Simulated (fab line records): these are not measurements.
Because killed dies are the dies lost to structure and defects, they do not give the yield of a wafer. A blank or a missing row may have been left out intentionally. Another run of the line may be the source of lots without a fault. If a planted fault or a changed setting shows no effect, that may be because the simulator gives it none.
Which tool is to blame? :: flow n5-finfet :: Sampling: 10 lots, 24 wafers, 5 of 1938 route steps

WHAT THE GAUGES SHOWED, per wafer
N5_BEOL_M4_RC_MEAS_101.
lot: L179
measured: day 8 13:13
on: prober-02
DIBL_N (mV/V): 40.9 39.4

lot: L182
measured: day 9 03:45
on: prober-01
DIBL_N (mV/V): 38.2 40.7

lot: L185
measured: day 10 02:35
on: prober-02
DIBL_N (mV/V): 34.7 37.2 37.1

lot: L187
measured: day 10 14:17
on: prober-02
DIBL_N (mV/V): 33.3 36.0

lot: L188
measured: day 11 02:04
on: prober-01
DIBL_N (mV/V): 32.4 36.7

lot: L195
measured: day 12 15:34
on: prober-01
DIBL_N (mV/V): 34.4 37.2 38.1

lot: L196
measured: day 12 20:08
on: prober-01
DIBL_N (mV/V): 40.9 39.5

lot: L198
measured: day 13 11:34
on: prober-01
DIBL_N (mV/V): 35.2 33.2 35.0

lot: L199
measured: day 13 14:06
on: prober-02
DIBL_N (mV/V): 37.3 33.3 37.4

lot: L200
measured: day 13 14:38
on: prober-01
DIBL_N (mV/V): 34.0 39.7

TOOL THAT RAN EACH LOT (tool first, then ch and the chambers of the sampled wafers, then the start)
lot: L179
N5_HKMG_FIN_STRIP_89: rie-diel-06 ch 1,2, day 4 15:56
N5_HKMG_FIN_ETCHBACK_68: rie-metal-01 ch 0,1, day 4 17:18
N5_HKMG_FIN_ALD_72: cvd-w-01 ch 0,1, day 4 18:10
N5_GATE_CUT_ETCH_56: rie-metal-02 ch 1, day 4 19:22

lot: L182
N5_HKMG_FIN_STRIP_89: rie-diel-05 ch 1,2, day 5 11:02
N5_HKMG_FIN_ETCHBACK_68: rie-metal-02 ch 0,1, day 5 12:17
N5_HKMG_FIN_ALD_72: cvd-w-01 ch 0,1, day 5 13:10
N5_GATE_CUT_ETCH_56: rie-metal-01 ch 0,1, day 5 14:12

lot: L185
N5_HKMG_FIN_STRIP_89: rie-diel-06 ch 1,2,3, day 6 11:31
N5_HKMG_FIN_ETCHBACK_68: rie-metal-02 ch 0, day 6 12:45
N5_HKMG_FIN_ALD_72: cvd-w-01 ch 0,1, day 6 13:38
N5_GATE_CUT_ETCH_56: rie-metal-02 ch 0,1, day 6 14:40

lot: L187
N5_HKMG_FIN_STRIP_89: rie-diel-06 ch 0,1, day 6 21:41
N5_HKMG_FIN_ETCHBACK_68: rie-metal-03 ch 0,1, day 6 22:55
N5_HKMG_FIN_ALD_72: cvd-w-01 ch 0,1, day 6 23:50
N5_GATE_CUT_ETCH_56: rie-metal-02 ch 0, day 7 00:53

lot: L188
N5_HKMG_FIN_STRIP_89: rie-diel-06 ch 2,3, day 7 03:22
N5_HKMG_FIN_ETCHBACK_68: rie-metal-01 ch 0,1, day 7 04:54
N5_HKMG_FIN_ALD_72: cvd-w-02 ch 0,1, day 7 05:46
N5_GATE_CUT_ETCH_56: rie-metal-02 ch 0,1, day 7 06:58

lot: L195
N5_HKMG_FIN_STRIP_89: rie-diel-03 ch 0,3, day 8 16:34
N5_HKMG_FIN_ETCHBACK_68: rie-metal-02 ch 0,1, day 8 17:48
N5_HKMG_FIN_ALD_72: cvd-w-02 ch 0,1, day 8 18:41
N5_GATE_CUT_ETCH_56: rie-metal-01 ch 0, day 8 19:46

lot: L196
N5_HKMG_FIN_STRIP_89: rie-diel-03 ch 0,2, day 9 00:06
N5_HKMG_FIN_ETCHBACK_68: rie-metal-01 ch 1, day 9 01:20
N5_HKMG_FIN_ALD_72: cvd-w-01 ch 1, day 9 02:13
N5_GATE_CUT_ETCH_56: rie-metal-01 ch 0, day 9 03:16

lot: L198
N5_HKMG_FIN_STRIP_89: rie-diel-05 ch 1,2,3, day 9 12:40
N5_HKMG_FIN_ETCHBACK_68: rie-metal-01 ch 1, day 9 13:54
N5_HKMG_FIN_ALD_72: cvd-w-01 ch 0,1, day 9 14:47
N5_GATE_CUT_ETCH_56: rie-metal-01 ch 0,1, day 9 15:50

lot: L199
N5_HKMG_FIN_STRIP_89: rie-diel-06 ch 0,1,2, day 9 16:36
N5_HKMG_FIN_ETCHBACK_68: rie-metal-02 ch 0,1, day 9 17:50
N5_HKMG_FIN_ALD_72: cvd-w-01 ch 0,1, day 9 18:43
N5_GATE_CUT_ETCH_56: rie-metal-02 ch 0,1, day 9 19:46

lot: L200
N5_HKMG_FIN_STRIP_89: rie-diel-03 ch 0,1, day 9 22:57
N5_HKMG_FIN_ETCHBACK_68: rie-metal-01 ch 0,1, day 10 00:13
N5_HKMG_FIN_ALD_72: cvd-w-01 ch 0,1, day 10 01:06
N5_GATE_CUT_ETCH_56: rie-metal-01 ch 1, day 10 02:11
- N5_HKMG_FIN_STRIP_89: strips SOC in N2/H2, time 20 s.
- N5_HKMG_FIN_ETCHBACK_68: etches the open film in Cl2/Ar, stops on HfO2, target depth 0.5 nm.
- N5_HKMG_FIN_ALD_72: deposits W, target thk 2 nm, pulse time 1 s, purge time 2 s.
- N5_GATE_CUT_ETCH_56: etches TiN in Cl2/Ar, target depth 21.6 nm.

THE ANSWER, worked out from the rows above alone
Rule: what is usual is taken from the lots themselves. Put in order of their means at a reading, lots are off if they are a third of the lots or fewer, leave a main group of 4 or more, and stand apart from it by a gap of 3 or more times the standard deviation of the main group's means; of several such gaps the widest counts. Not used: any main group whose means are identical at the precision the tables above print for the reading. Also off: a lot with no number at a reading for which 4 or more lots have one. Where the step has rows for the other lots, those lots are counted as sound.
None of the lots is off at any reading shown; this tells nothing.

WHAT THE SIMULATOR HAD PUT IN
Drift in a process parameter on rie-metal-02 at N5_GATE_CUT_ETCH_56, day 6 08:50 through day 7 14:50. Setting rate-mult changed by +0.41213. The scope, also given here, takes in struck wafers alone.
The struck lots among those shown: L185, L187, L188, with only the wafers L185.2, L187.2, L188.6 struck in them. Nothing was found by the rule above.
